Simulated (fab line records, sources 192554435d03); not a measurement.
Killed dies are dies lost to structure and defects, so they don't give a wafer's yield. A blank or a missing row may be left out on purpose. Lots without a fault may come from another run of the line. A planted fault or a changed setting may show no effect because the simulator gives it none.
Chamber matching | flow n5_finfet | N5_BEOL_M0_SAQP_SPACER2_ETCHBACK_27 on rie_diel-01: 4 sister chambers
The step etches SiO2 in CHF3/O2, target depth 22.5 nm, time 11.25 s. 8 wafers are shown with their chamber, then 7 later ones without.

WAFERS WITH THEIR CHAMBER
wafer  | chamber | showerhead_plenum_p_Torr (Torr) | throttle_valve_pct (%)
L780.5 | 1       | 2.49                            | 18.91
L786.2 | 0       | 2.49                            | 19.10
L786.4 | 2       | 2.42                            | 19.16
L787.1 | 2       | 2.42                            | 19.15
L787.2 | 1       | 2.49                            | 18.92
L798.5 | 0       | 2.48                            | 19.12
L792.3 | 3       | 2.37                            | 19.24
L792.5 | 3       | 2.37                            | 19.25

WAFERS WITHOUT THEIR CHAMBER
wafer  | showerhead_plenum_p_Torr (Torr) | throttle_valve_pct (%)
L792.6 | 2.48                            | 19.14
L799.1 | 2.37                            | 19.24
L799.4 | 2.48                            | 19.14
L799.5 | 2.48                            | 18.95
L800.1 | 2.40                            | 19.22
L800.3 | 2.37                            | 19.26
L800.6 | 2.40                            | 19.20

WHICH CHAMBER EACH WENT THROUGH
wafer  | from the rows above     | in truth
L792.6 | 0                       | 0
L799.1 | 3                       | 3
L799.4 | 0                       | 0
L799.5 | 1                       | 1
L800.1 | can't be placed: 3 or 2 | 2
L800.3 | 3                       | 3
L800.6 | 2                       | 2
Placed correctly: 6 of 7. Can't be placed from these rows: 1 (the true chamber is among the candidates in 1). Placed wrongly: 0.
How it was worked out, from the rows above alone: a wafer's distance from a chamber is the root of the sum, over the readings, of the square of ((its reading less the chamber's mean) divided by the reading's scatter). The wafer belongs to the nearest chamber; if the next one is less than 2 further off, it can't be placed. A chamber's mean is the mean of its shown wafers. The scatter: the root of (the sum of the squares of (reading less its chamber's mean) over the shown wafers, divided by (wafers less chambers)).
